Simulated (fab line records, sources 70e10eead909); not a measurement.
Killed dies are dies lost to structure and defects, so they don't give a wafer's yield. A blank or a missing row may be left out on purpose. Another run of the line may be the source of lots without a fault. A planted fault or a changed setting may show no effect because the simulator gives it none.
Problem report in the 8D (eight disciplines) form, filled by code	flow nand_harc	the parts of the form that need people (team, actions taken, sign-off) are left out

## 1. WHAT WENT WRONG
cd_nm at NHARC_A_CHANNEL_HOLE_D1_CD_MEAS_10 reads a mean of 108.9 nm on 6 wafers of 2 lots; wafers without a fault read 100.0 nm with a standard deviation of 0.52. That puts it +17 standard deviations away from the usual mean.
The step: target cd 100 nm.
First observed at day 13 01:07: wafer L287.3, on cd_sem-01. The record has a number at this step for 27 wafers belonging to 9 lots. By rule, "out" or "out of limits" means more than 4 standard deviations away from the usual mean. All remaining wafers that have a number are taken as sound.

## 2. WHAT IT IS, WHAT IT ISN'T
question	is	is not
which readings at this step	cd_nm	-
which lots	L287, L290	L278, L280, L281, L293, L295, L297, L299
which wafers of those lots	all that have a number	-
read on which gauges	cd_sem-01	cd_sem-02, cd_sem-03
when	from day 13 01:07	up to then (9 sound wafers); but 12 sound wafers of L293, L295, L297, L299 came after

## 3. SUSPECTS, AND WHAT RULES EACH OUT
Counting: a tool at a process step up to the reading stays a suspect if it ran every lot that is out and no sound lot after the first of them.
- the gauge at NHARC_A_CHANNEL_HOLE_D1_CD_MEAS_10 has been ruled out. All the wafers that are out were read on cd_sem-01, but those of them that NHARC_A_CHANNEL_HOLE_D1_CD_MEAS_30 has rows for are out there too, on other tools.
- acl_dep-02 at NHARC_A_CHANNEL_HOLE_D1_DEP_00 (deposits aC, target thk 3100 nm): ruled out as a lasting fault. After its first lot that is out, L287 (day 12 23:05), sound lots L297 ran on it.
- litho_track-06 at NHARC_A_CHANNEL_HOLE_D1_PEB_08 (peb time 65 s): ruled out as a lasting fault. After its first lot that is out, L287 (day 13 01:02), sound lots L299 ran on it.
Left after counting: nothing in the record.

## 4. THE CAUSE (what the simulator had put in)
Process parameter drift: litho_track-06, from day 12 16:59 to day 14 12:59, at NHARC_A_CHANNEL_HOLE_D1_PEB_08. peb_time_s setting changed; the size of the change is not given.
The count ruled it out by mistake, since the rule takes a fault to strike every lot its tool runs from the start of the fault on, and this one did not do so.

## 5. SEQUENCE OF EFFECTS, ordered by route
Each row: a reading whose mean over the struck wafers that have a number lies more than 3 standard deviations from the usual. Scope: only readings with a usual standard deviation given in the record; hours: median across lots of the time from each lot's start at the first step in this table that gives one to its start at this step; sigmas: change in usual standard deviations.
hours	step	reading	usual	on struck wafers	change	sigmas
0	NHARC_A_CHANNEL_HOLE_D1_CD_MEAS_10	cd_nm	100.0 nm	108.9	+8.9	+17
8	NHARC_A_CHANNEL_HOLE_D1_CD_MEAS_30	cd_nm	89.5 nm	99.3	+9.8	+8.2
8	NHARC_A_CHANNEL_HOLE_D1_XSEM_31	bot_cd_nm	74.0 nm	84.2	+10.2	+7.8
379	NHARC_END_WLT_00	VT_DECK1_BOTTOM	0.869	0.893	+0.024	+3.6
379	NHARC_END_WLT_00	VT_DECK1_MEDIAN_NEAR_BOTTOM	0.871	0.890	+0.019	+3.2
379	NHARC_END_WLT_00	VT_DECK1_MEDIAN_NEAR_BOTTOM_INNER	0.871	0.893	+0.022	+3.0
It contains these process steps:
- NHARC_A_CHANNEL_HOLE_D1_XSEM_31
Later measuring or inspecting steps at which every struck wafer that the step has a row for has a number for every such reading, and none has moved that far: NHARC_END_SORT_01.

## 6. WHAT WOULD HAVE CAUGHT IT SOONER
Counted from the fault's start at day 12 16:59, it took 8 hours until the first out-of-limits reading at a measuring or inspecting step in this record, taken at day 13 01:07.
Tool readings at NHARC_A_CHANNEL_HOLE_D1_PEB_08 with a usual standard deviation given in the record: none out on any struck wafer, hence no alarm at a limit of 4 standard deviations on them.
